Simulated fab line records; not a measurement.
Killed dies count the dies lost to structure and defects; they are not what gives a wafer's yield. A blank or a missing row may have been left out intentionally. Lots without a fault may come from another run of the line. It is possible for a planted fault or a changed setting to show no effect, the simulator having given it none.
fab line records | flow n5-finfet | part 1 of 2: steps 1 to 3 of 6
record: lots: 24 | wafers: 72 | last-day: 18
route steps=1938 shown BEOL_M5@1162 BEOL_M6@1216
lots with no fault: from the same line, run without faults
start-h: the number of hours between the record's first day and the start of the first shown wafer of the lot | wait-h: hours since the lot's step before | " the same as in the row above | L1.1+2: a single row standing in for several wafers | - no value, or no start given | * or withheld: withheld | < > ~ a bound
route shown NAME@n: names a module that has steps shown in the file, with the first one's number in the route | usual: mean/standard deviation of fault-free wafers | same: alike in all rows | chamber/n: place in a boat | sites: per-site readings | _std_site: the values' standard deviation | _edge_site: outer sites' mean less inner sites' | radius-mm: how far each site lies from the wafer's centre | mask NAME#n: copy n | behind: the last tool/chamber to shape the wafer | hold: why the lot went on hold/how many hours it stayed there/how the hold came to an end | device: names the non-switching transistor (n, p or np) | end of line: the route-end tests of the same wafers | a step given without rows: its recipe and nothing more | killed: count of dies lost to structure and defects at first sort (not the wafer's yield) | map: a wafer's dies, marking killed ones x, the rest . and places with no die _
set.NAME: the run value of the setting; set.NAME@STEP: its run value at that earlier step | model.NAME: the simulator's own value behind a step, which no gauge read
the route's steps for a sample of lots (tables are steps, rows are wafers)
services: a tool's chamber out of use, with start hour (start-h, from the record's first day; less than 0 if before it), hours out, and reason
== steps ==
step: N5_BEOL_M5_STRIP_91
recipe: chemistry: N2/H2 | time-s: 10 | power-w: 450 | temp-c: 40 | pressure-mtorr: 20 | rf-frequency-hz: 6e+07 | bias-power-w: 7 | n2-flow-sccm: 200 | h2-flow-sccm: 200
usual: drypump-motor-current-A: 5.7/0.34 | h2-flow-sccm: 200.1/0.61 | oes-product-au: 0.78/0.084 | rf-vpp-V: 59.2/0.92 | showerhead-plenum-p-Torr: 2.53/0.11 | throttle-valve-pct: 23.7/0.33
lot.wafer | tool        | chamber | start-h | wait-h | drypump-motor-current-A | h2-flow-sccm | oes-product-au | rf-hours-counter-h | rf-vpp-V | showerhead-plenum-p-Torr | throttle-valve-pct
L074.1    | rie-diel-05 | 3       | -       | -      | 5.6                     | 200.0        | 0.94           | 15                 | 58.0     | 2.49                     | 23.8
L074.2    | "           | 1       | "       | "      | 5.2                     | 200.2        | 0.89           | 25                 | 57.7     | 2.48                     | 23.5
L074.3    | "           | 0       | "       | "      | 6.2                     | 200.6        | 0.73           | 164                | 59.4     | 2.53                     | 23.7
L075.1    | rie-diel-06 | 3       | -       | -      | 5.3                     | 200.7        | 0.97           | 7                  | 60.2     | 2.70                     | 23.1
L075.5    | "           | 1       | "       | "      | 5.9                     | 199.8        | 0.76           | -                  | 58.0     | 2.34                     | 24.0
L075.6    | "           | 2       | "       | "      | 5.9                     | 199.7        | 0.72           | -                  | 60.3     | 2.43                     | 24.0
L076.1    | rie-diel-02 | 1       | -       | -      | 6.3                     | 200.1        | 0.79           | 108                | 59.0     | 2.67                     | 24.0
L076.3    | "           | 3       | "       | "      | 5.5                     | 200.2        | 0.74           | 167                | 60.3     | 2.53                     | 23.7
L076.4    | "           | 0       | "       | "      | 5.4                     | 198.2        | 0.70           | 246                | 58.8     | 2.60                     | 23.6
L077.1    | rie-diel-05 | 2       | -       | -      | 6.0                     | 199.5        | 0.70           | 212                | 59.5     | 2.62                     | 23.2
L077.5    | "           | 0       | "       | "      | 6.1                     | 200.4        | 0.73           | -                  | 58.4     | 2.53                     | 23.7
L077.6    | "           | 1       | "       | "      | 5.2                     | 200.9        | 0.88           | -                  | 58.9     | 2.48                     | 23.5
L078.3    | rie-diel-02 | 2       | -       | -      | 5.5                     | 200.3        | 0.78           | 119                | 58.9     | 2.45                     | 23.3
L078.4    | "           | 0       | "       | "      | 5.4                     | 200.6        | 0.69           | 248                | 60.0     | 2.60                     | 23.6
L078.6    | "           | 0       | "       | "      | 5.4                     | 200.3        | 0.69           | -                  | 59.9     | 2.59                     | 23.6
L079.2    | rie-diel-02 | 0       | -       | -      | 5.4                     | 199.3        | 0.69           | 249                | 58.5     | 2.59                     | 23.6
L079.3    | "           | 2       | "       | "      | 5.5                     | 200.0        | 0.77           | 119                | 58.9     | 2.45                     | 23.3
L079.4    | "           | 1       | "       | "      | 6.4                     | 199.7        | 0.79           | 110                | 58.5     | 2.67                     | 24.0
L080.1    | rie-diel-06 | 0       | -       | -      | 5.8                     | 200.8        | 0.80           | 116                | 58.8     | 2.67                     | 23.9
L080.3    | "           | 1       | "       | "      | 6.0                     | 199.5        | 0.75           | 147                | 58.1     | 2.34                     | 24.0
L080.5    | "           | 3       | "       | "      | 5.3                     | 201.1        | 0.97           | -                  | 59.7     | 2.70                     | 23.1
L081.1    | rie-diel-06 | 3       | -       | -      | 5.3                     | 200.6        | 0.95           | 14                 | 59.0     | 2.70                     | 23.1
L081.4    | "           | 2       | "       | "      | 5.9                     | 199.4        | 0.71           | 178                | 59.4     | 2.43                     | 24.1
L081.6    | "           | 1       | "       | "      | 6.0                     | 200.5        | 0.75           | -                  | 58.0     | 2.34                     | 24.0
L083.2    | rie-diel-06 | 1       | -       | -      | 5.9                     | 200.4        | 0.74           | 152                | 59.4     | 2.34                     | 24.0
L083.5    | "           | 3       | "       | "      | 5.3                     | 200.1        | 0.94           | -                  | 61.0     | 2.69                     | 23.1
L083.6    | "           | 0       | "       | "      | 5.8                     | 200.2        | 0.80           | -                  | 59.3     | 2.66                     | 23.9
L082.1    | rie-diel-05 | 3       | -       | -      | 5.6                     | 200.7        | 0.90           | 32                 | 58.8     | 2.49                     | 23.8
L082.4    | "           | 0       | "       | "      | 6.2                     | 201.5        | 0.72           | 181                | 60.1     | 2.52                     | 23.7
L082.5    | "           | 3       | "       | "      | 5.5                     | 199.7        | 0.91           | -                  | 59.8     | 2.49                     | 23.8
L084.1    | rie-diel-06 | 3       | -       | -      | 5.3                     | 200.0        | 0.93           | 24                 | 61.4     | 2.69                     | 23.1
L084.4    | "           | 2       | "       | "      | 5.9                     | 200.0        | 0.70           | 188                | 59.9     | 2.42                     | 24.1
L084.5    | "           | 1       | "       | "      | 5.9                     | 200.1        | 0.74           | -                  | 58.6     | 2.34                     | 24.0
L085.1    | rie-diel-06 | 3       | -       | -      | 5.3                     | 200.1        | 0.92           | 26                 | 59.1     | 2.69                     | 23.1
L085.4    | "           | 1       | "       | "      | 6.0                     | 201.4        | 0.74           | 160                | 58.4     | 2.33                     | 24.0
L085.6    | "           | 0       | "       | "      | 5.7                     | 200.0        | 0.79           | -                  | 61.1     | 2.66                     | 23.9
L086.1    | rie-diel-02 | 0       | -       | -      | 5.4                     | 199.5        | 0.95           | 4                  | 58.8     | 2.59                     | 23.3
L086.4    | "           | 1       | "       | "      | 6.3                     | 200.2        | 0.76           | 125                | 59.0     | 2.67                     | 24.1
L086.5    | "           | 0       | "       | "      | 5.4                     | 198.8        | 0.95           | -                  | 59.7     | 2.59                     | 23.3
L087.3    | rie-diel-05 | 2       | -       | -      | 6.0                     | 200.4        | 0.69           | 231                | 60.3     | 2.61                     | 23.2
L087.4    | "           | 1       | "       | "      | 5.2                     | 200.2        | 0.84           | 50                 | 59.3     | 2.47                     | 23.6
L087.6    | "           | 3       | "       | "      | 5.5                     | 200.4        | 0.89           | -                  | 57.4     | 2.48                     | 23.8
L089.1    | rie-diel-06 | 2       | -       | -      | 5.9                     | 201.6        | 0.71           | 192                | 58.7     | 2.42                     | 24.1
L089.2    | "           | 1       | "       | "      | 5.9                     | 199.3        | 0.74           | 162                | 58.8     | 2.33                     | 24.0
L089.4    | "           | 0       | "       | "      | 5.7                     | 200.3        | 0.78           | 132                | 59.9     | 2.66                     | 23.9
L088.1    | rie-diel-06 | 1       | -       | -      | 5.9                     | 199.3        | 0.74           | 163                | 58.1     | 2.33                     | 24.0
L088.2    | "           | 0       | "       | "      | 5.7                     | 199.8        | 0.79           | 133                | 60.6     | 2.66                     | 23.9
L088.6    | "           | 2       | "       | "      | 5.9                     | 199.3        | 0.71           | -                  | 57.8     | 2.42                     | 24.1
L090.1    | rie-diel-02 | 3       | -       | -      | 5.5                     | 200.0        | 0.72           | 194                | 60.1     | 2.52                     | 23.8
L090.2    | "           | 1       | "       | "      | 6.3                     | 200.1        | 0.76           | 132                | 61.3     | 2.66                     | 24.1
L090.3    | "           | 2       | "       | "      | 5.5                     | 200.0        | 0.74           | 146                | 58.2     | 2.44                     | 23.4
L092.1    | rie-diel-05 | 0       | -       | -      | 6.2                     | 200.9        | 0.71           | 195                | 60.2     | 2.52                     | 23.7
L092.2    | "           | 2       | "       | "      | 6.0                     | 199.8        | 0.69           | 237                | 59.3     | 2.61                     | 23.2
L092.3    | "           | 3       | "       | "      | 5.6                     | 200.6        | 0.87           | 48                 | 59.3     | 2.48                     | 23.8
L091.1    | rie-diel-06 | 1       | -       | -      | 5.9                     | 199.8        | 0.73           | 169                | 59.1     | 2.33                     | 24.0
L091.4    | "           | 3       | "       | "      | 5.3                     | 198.3        | 0.91           | 34                 | 59.5     | 2.69                     | 23.1
L091.6    | "           | 3       | "       | "      | 5.3                     | 199.3        | 0.91           | -                  | 59.0     | 2.69                     | 23.1
L094.1    | rie-diel-02 | 1       | -       | -      | 6.3                     | 200.2        | 0.77           | 138                | 60.2     | 2.66                     | 24.1
L094.4    | "           | 0       | "       | "      | 5.4                     | 199.9        | 0.93           | 17                 | 59.3     | 2.59                     | 23.3
L094.6    | "           | 3       | "       | "      | 5.5                     | 201.6        | 0.72           | -                  | 58.7     | 2.51                     | 23.8
L095.2    | rie-diel-05 | 3       | -       | -      | 5.5                     | 199.7        | 0.87           | 56                 | 58.1     | 2.48                     | 23.8
L095.3    | "           | 1       | "       | "      | 5.2                     | 200.6        | 0.83           | 64                 | 61.3     | 2.47                     | 23.6
L095.6    | "           | 3       | "       | "      | 5.6                     | 200.4        | 0.86           | -                  | 59.6     | 2.48                     | 23.8
L093.3    | rie-diel-06 | 2       | -       | -      | 5.9                     | 201.0        | 0.69           | 205                | 58.4     | 2.41                     | 24.1
L093.4    | "           | 0       | "       | "      | 5.7                     | 199.8        | 0.77           | 146                | 59.1     | 2.65                     | 23.9
L093.6    | "           | 0       | "       | "      | 5.7                     | 199.7        | 0.77           | -                  | 59.0     | 2.65                     | 23.9
L096.1    | rie-diel-02 | 2       | -       | -      | 5.5                     | 201.0        | 0.74           | 156                | 58.0     | 2.43                     | 23.4
L096.2    | "           | 3       | "       | "      | 5.5                     | 200.2        | 0.72           | 205                | 58.9     | 2.51                     | 23.8
L096.5    | "           | 2       | "       | "      | 5.5                     | 200.8        | 0.74           | -                  | 60.5     | 2.43                     | 23.3
L097.1    | rie-diel-05 | 1       | -       | -      | 5.2                     | 200.4        | 0.83           | 66                 | 59.0     | 2.47                     | 23.6
L097.4    | "           | 2       | "       | "      | 6.1                     | 198.9        | 0.67           | 247                | 59.4     | 2.60                     | 23.2
L097.6    | "           | 0       | "       | "      | 6.2                     | 199.9        | 0.71           | -                  | 58.0     | 2.51                     | 23.7
step: N5_BEOL_M5_CD_MEAS_35
recipe: target-cd-nm: 28 | target-cd-y-nm: 24 | polarity: opening
usual: cd-nm: 28.08/0.3
lot.wafer | tool      | chamber | start-h | wait-h | cd-nm
L074.1    | cd-sem-02 | -       | 186.40  | 0.0    | 28.00
L074.2    | "         | -       | "       | "      | 28.05
L074.3    | "         | -       | "       | "      | 28.43
L075.1    | cd-sem-02 | -       | 200.08  | 0.0    | 27.87
L075.5    | "         | -       | "       | "      | 28.27
L075.6    | "         | -       | "       | "      | 27.84
L076.1    | cd-sem-01 | -       | 207.35  | 0.0    | 28.28
L076.3    | "         | -       | "       | "      | 27.72
L076.4    | "         | -       | "       | "      | 28.11
L077.1    | cd-sem-03 | -       | 207.50  | 0.0    | 27.84
L077.5    | "         | -       | "       | "      | 28.17
L077.6    | "         | -       | "       | "      | 28.08
L078.3    | cd-sem-01 | -       | 214.95  | 0.0    | 29.08
L078.4    | "         | -       | "       | "      | 28.12
L078.6    | "         | -       | "       | "      | 28.43
L079.2    | cd-sem-03 | -       | 215.34  | 0.0    | 27.66
L079.3    | "         | -       | "       | "      | 28.12
L079.4    | "         | -       | "       | "      | 28.12
L080.1    | cd-sem-03 | -       | 220.32  | 0.0    | 28.38
L080.3    | "         | -       | "       | "      | 28.07
L080.5    | "         | -       | "       | "      | 28.18
L081.1    | cd-sem-03 | -       | 229.29  | 0.0    | 28.45
L081.4    | "         | -       | "       | "      | 27.63
L081.6    | "         | -       | "       | "      | 27.96
L083.2    | cd-sem-01 | -       | 240.09  | 0.0    | 28.27
L083.5    | "         | -       | "       | "      | 27.94
L083.6    | "         | -       | "       | "      | 27.76
L082.1    | cd-sem-03 | -       | 242.80  | 0.0    | 27.98
L082.4    | "         | -       | "       | "      | 27.96
L082.5    | "         | -       | "       | "      | 28.32
L084.1    | cd-sem-03 | -       | 260.31  | 0.0    | 27.70
L084.4    | "         | -       | "       | "      | 27.96
L084.5    | "         | -       | "       | "      | 28.01
L085.1    | cd-sem-01 | -       | 265.50  | 0.0    | 27.91
L085.4    | "         | -       | "       | "      | 28.50
L085.6    | "         | -       | "       | "      | 28.06
L086.1    | cd-sem-02 | -       | 265.61  | 0.0    | 27.83
L086.4    | "         | -       | "       | "      | 27.85
L086.5    | "         | -       | "       | "      | 27.76
L087.3    | cd-sem-01 | -       | 271.23  | 0.0    | 28.33
L087.4    | "         | -       | "       | "      | 27.74
L087.6    | "         | -       | "       | "      | 27.73
L089.1    | cd-sem-02 | -       | 272.65  | 0.0    | 28.36
L089.2    | "         | -       | "       | "      | 28.34
L089.4    | "         | -       | "       | "      | 28.42
L088.1    | cd-sem-03 | -       | 277.72  | 0.0    | 27.63
L088.2    | "         | -       | "       | "      | 28.03
L088.6    | "         | -       | "       | "      | 27.54
L090.1    | cd-sem-02 | -       | 286.52  | 0.0    | 28.01
L090.2    | "         | -       | "       | "      | 27.91
L090.3    | "         | -       | "       | "      | 28.05
L092.1    | cd-sem-03 | -       | 289.82  | 0.0    | 27.65
L092.2    | "         | -       | "       | "      | 27.63
L092.3    | "         | -       | "       | "      | 28.00
L091.1    | cd-sem-01 | -       | 293.22  | 0.0    | 27.82
L091.4    | "         | -       | "       | "      | 27.71
L091.6    | "         | -       | "       | "      | 28.13
L094.1    | cd-sem-02 | -       | 308.85  | 0.0    | 28.24
L094.4    | "         | -       | "       | "      | 27.98
L094.6    | "         | -       | "       | "      | 28.05
L095.2    | cd-sem-01 | -       | 316.34  | 0.0    | 28.10
L095.3    | "         | -       | "       | "      | 28.12
L095.6    | "         | -       | "       | "      | 28.18
L093.3    | cd-sem-02 | -       | 316.43  | 0.0    | 28.16
L093.4    | "         | -       | "       | "      | 28.07
L093.6    | "         | -       | "       | "      | 28.30
L096.1    | cd-sem-02 | -       | 323.90  | 0.0    | 28.30
L096.2    | "         | -       | "       | "      | 28.46
L096.5    | "         | -       | "       | "      | 27.60
L097.1    | cd-sem-03 | -       | 325.19  | 0.0    | 27.87
L097.4    | "         | -       | "       | "      | 27.62
L097.6    | "         | -       | "       | "      | 28.32
step: N5_BEOL_M6_STRIP_19
recipe: chemistry: O2 | power-w: 400 | temp-c: 40 | pressure-mtorr: 30 | rf-frequency-hz: 6e+07 | bias-power-w: 0 | overash-fraction: 0.2 | o2-flow-sccm: 225
usual: drypump-motor-current-A: 5.9/0.34 | oes-product-au: 0.79/0.079 | rf-vpp-V: 3.6/0.59 | showerhead-plenum-p-Torr: 2.07/0.067 | throttle-valve-pct: 16.67/0.28
lot.wafer | tool        | chamber | start-h | wait-h | drypump-motor-current-A | oes-product-au | rf-hours-counter-h | rf-vpp-V | showerhead-plenum-p-Torr | throttle-valve-pct
L074.1    | rie-diel-04 | 1       | 197.19  | 0.1    | 6.2                     | 0.86           | 44                 | 3.5      | 2.21                     | 16.52
L074.2    | "           | 2       | "       | "      | 5.6                     | 0.74           | 186                | 3.4      | 2.16                     | 17.05
L074.3    | "           | 0       | "       | "      | 5.5                     | 0.85           | 80                 | 3.1      | 2.04                     | 16.36
L075.1    | rie-diel-01 | 1       | 211.19  | 0.1    | 6.0                     | 0.68           | 239                | 4.9      | 2.07                     | 16.83
L075.5    | "           | 0       | "       | "      | 6.0                     | 0.81           | -                  | 3.7      | 2.03                     | 16.42
L075.6    | "           | 1       | "       | "      | 5.9                     | 0.67           | -                  | 4.4      | 2.07                     | 16.84
L077.1    | rie-diel-03 | 1       | 217.32  | 0.1    | 6.4                     | 0.91           | 21                 | 3.9      | 2.05                     | 16.24
L077.5    | "           | 3       | "       | "      | 5.9                     | 0.76           | -                  | 4.3      | 2.00                     | 16.86
L077.6    | "           | 0       | "       | "      | 5.1                     | 0.93           | -                  | 4.5      | 2.05                     | 16.45
L076.1    | rie-diel-01 | 1       | 221.46  | 0.1    | 5.9                     | 0.67           | 242                | 3.1      | 2.07                     | 16.84
L076.3    | "           | 0       | "       | "      | 6.0                     | 0.80           | 112                | 4.2      | 2.03                     | 16.42
L076.4    | "           | 3       | "       | "      | 5.7                     | 0.76           | 134                | 3.9      | 2.02                     | 16.88
L078.3    | rie-diel-01 | 3       | 224.81  | 0.1    | 5.8                     | 0.77           | 136                | 3.6      | 2.02                     | 16.88
L078.4    | "           | 0       | "       | "      | 6.1                     | 0.80           | 114                | 4.0      | 2.03                     | 16.42
L078.6    | "           | 3       | "       | "      | 5.8                     | 0.76           | -                  | 3.6      | 2.02                     | 16.86
L079.2    | rie-diel-04 | 0       | 226.76  | 0.3    | 5.5                     | 0.83           | 90                 | 3.2      | 2.04                     | 16.38
L079.3    | "           | 3       | "       | "      | 5.7                     | 0.81           | 57                 | 4.1      | 2.22                     | 16.74
L079.4    | "           | 1       | "       | "      | 6.2                     | 0.84           | 52                 | 4.3      | 2.21                     | 16.53
L080.1    | rie-diel-04 | 2       | 229.57  | 0.1    | 5.6                     | 0.74           | 197                | 4.1      | 2.15                     | 17.07
L080.3    | "           | 1       | "       | "      | 6.2                     | 0.84           | 53                 | 3.1      | 2.21                     | 16.54
L080.5    | "           | 3       | "       | "      | 5.6                     | 0.83           | -                  | 3.4      | 2.22                     | 16.71
L081.1    | rie-diel-03 | 0       | 240.38  | 0.1    | 5.1                     | 0.90           | 23                 | 3.2      | 2.04                     | 16.49
L081.4    | "           | 3       | "       | "      | 5.9                     | 0.74           | 187                | 2.4      | 2.00                     | 16.90
L081.6    | "           | 3       | "       | "      | 5.9                     | 0.74           | -                  | 3.5      | 2.00                     | 16.88
L083.2    | rie-diel-01 | 3       | 251.99  | 0.5    | 5.8                     | 0.76           | 148                | 4.3      | 2.01                     | 16.90
L083.5    | "           | 0       | "       | "      | 6.0                     | 0.79           | -                  | 3.0      | 2.02                     | 16.44
L083.6    | "           | 2       | "       | "      | 6.2                     | 0.69           | -                  | 3.0      | 2.08                     | 16.70
L082.1    | rie-diel-01 | 3       | 252.62  | 0.3    | 5.7                     | 0.75           | 149                | 4.2      | 2.01                     | 16.90
L082.4    | "           | 0       | "       | "      | 6.1                     | 0.79           | -                  | 2.5      | 2.02                     | 16.44
L082.5    | "           | 2       | "       | "      | 6.2                     | 0.69           | -                  | 4.8      | 2.08                     | 16.70
L084.1    | rie-diel-01 | 3       | 271.67  | 0.1    | 5.7                     | 0.73           | 157                | 4.4      | 2.01                     | 16.92
L084.4    | "           | 2       | "       | "      | 6.2                     | 0.68           | 244                | 3.4      | 2.07                     | 16.70
L084.5    | "           | 3       | "       | "      | 5.7                     | 0.74           | -                  | 3.5      | 2.01                     | 16.93
L085.1    | rie-diel-01 | 0       | 275.18  | 0.2    | 6.1                     | 0.78           | 136                | 3.7      | 2.02                     | 16.45
L085.4    | "           | 3       | "       | "      | 5.7                     | 0.74           | 159                | 3.8      | 2.01                     | 16.92
L085.6    | "           | 2       | "       | "      | 6.2                     | 0.68           | -                  | 3.7      | 2.07                     | 16.73
L086.1    | rie-diel-01 | 3       | 275.22  | 0.1    | 5.7                     | 0.74           | 159                | 4.1      | 2.01                     | 16.90
L086.4    | "           | 1       | "       | "      | 5.9                     | 0.95           | 6                  | 3.9      | 2.07                     | 16.38
L086.5    | "           | 2       | "       | "      | 6.2                     | 0.68           | -                  | 2.3      | 2.07                     | 16.73
L087.3    | rie-diel-01 | 2       | 280.57  | 0.1    | 6.2                     | 0.67           | 246                | 2.4      | 2.07                     | 16.74
L087.4    | "           | 3       | "       | "      | 5.7                     | 0.75           | 160                | 3.9      | 2.01                     | 16.90
L087.6    | "           | 0       | "       | "      | 6.0                     | 0.78           | -                  | 3.6      | 2.02                     | 16.46
L089.1    | rie-diel-04 | 2       | 283.62  | 0.1    | 5.6                     | 0.73           | 212                | 3.0      | 2.15                     | 17.08
L089.2    | "           | 3       | "       | "      | 5.7                     | 0.80           | 72                 | 2.9      | 2.21                     | 16.74
L089.4    | "           | 0       | "       | "      | 5.5                     | 0.82           | 105                | 4.1      | 2.03                     | 16.40
L088.1    | rie-diel-03 | 0       | 288.05  | 0.1    | 5.1                     | 0.86           | 41                 | 3.7      | 2.04                     | 16.51
L088.2    | "           | 2       | "       | "      | 5.5                     | 0.73           | 183                | 3.3      | 2.18                     | 17.13
L088.6    | "           | 1       | "       | "      | 6.3                     | 0.86           | -                  | 4.2      | 2.04                     | 16.27
L090.1    | rie-diel-03 | 2       | 298.25  | 0.1    | 5.5                     | 0.72           | 187                | 4.2      | 2.18                     | 17.13
L090.2    | "           | 0       | "       | "      | 5.1                     | 0.86           | 45                 | 3.4      | 2.04                     | 16.51
L090.3    | "           | 3       | "       | "      | 6.0                     | 0.72           | 209                | 3.4      | 1.99                     | 16.94
L092.1    | rie-diel-03 | 0       | 303.76  | 0.1    | 5.1                     | 0.86           | 47                 | 3.7      | 2.04                     | 16.52
L092.2    | "           | 1       | "       | "      | 6.3                     | 0.87           | 57                 | 4.1      | 2.04                     | 16.31
L092.3    | "           | 2       | "       | "      | 5.4                     | 0.74           | 189                | 3.5      | 2.18                     | 17.14
L091.1    | rie-diel-03 | 0       | 305.73  | 0.1    | 5.1                     | 0.85           | 48                 | 4.1      | 2.03                     | 16.54
L091.4    | "           | 3       | "       | "      | 5.9                     | 0.73           | 212                | 3.2      | 1.99                     | 16.94
L091.6    | "           | 3       | "       | "      | 5.9                     | 0.71           | -                  | 2.8      | 1.99                     | 16.95
L094.1    | rie-diel-03 | 3       | 322.57  | 0.2    | 6.0                     | 0.72           | 217                | 4.0      | 1.99                     | 16.94
L094.4    | "           | 2       | "       | "      | 5.5                     | 0.73           | 194                | 3.8      | 2.18                     | 17.16
L094.6    | "           | 1       | "       | "      | 6.4                     | 0.85           | -                  | 3.7      | 2.03                     | 16.36
L095.2    | rie-diel-03 | 3       | 325.58  | 0.1    | 5.9                     | 0.71           | 218                | 2.9      | 1.99                     | 16.95
L095.3    | "           | 1       | "       | "      | 6.4                     | 0.85           | 64                 | 3.3      | 2.03                     | 16.33
L095.6    | "           | 1       | "       | "      | 6.4                     | 0.84           | -                  | 4.0      | 2.03                     | 16.33
L093.3    | rie-diel-01 | 2       | 330.22  | 0.1    | 6.2                     | 0.95           | 6                  | 5.2      | 2.07                     | 16.29
L093.4    | "           | 0       | "       | "      | 6.1                     | 0.76           | 156                | 3.9      | 2.01                     | 16.49
L093.6    | "           | 2       | "       | "      | 6.2                     | 0.96           | -                  | 2.9      | 2.07                     | 16.30
L096.1    | rie-diel-01 | 2       | 334.29  | 0.2    | 6.2                     | 0.94           | 7                  | 4.1      | 2.07                     | 16.29
L096.2    | "           | 0       | "       | "      | 6.0                     | 0.76           | 158                | 4.3      | 2.01                     | 16.50
L096.5    | "           | 3       | "       | "      | 5.7                     | 0.72           | -                  | 3.6      | 2.00                     | 16.98
L097.1    | rie-diel-01 | 0       | 336.77  | 0.1    | 6.1                     | 0.76           | 159                | 2.9      | 2.01                     | 16.50
L097.4    | "           | 1       | "       | "      | 5.9                     | 0.88           | 29                 | 3.7      | 2.06                     | 16.41
L097.6    | "           | 1       | "       | "      | 6.0                     | 0.88           | -                  | 2.8      | 2.06                     | 16.44
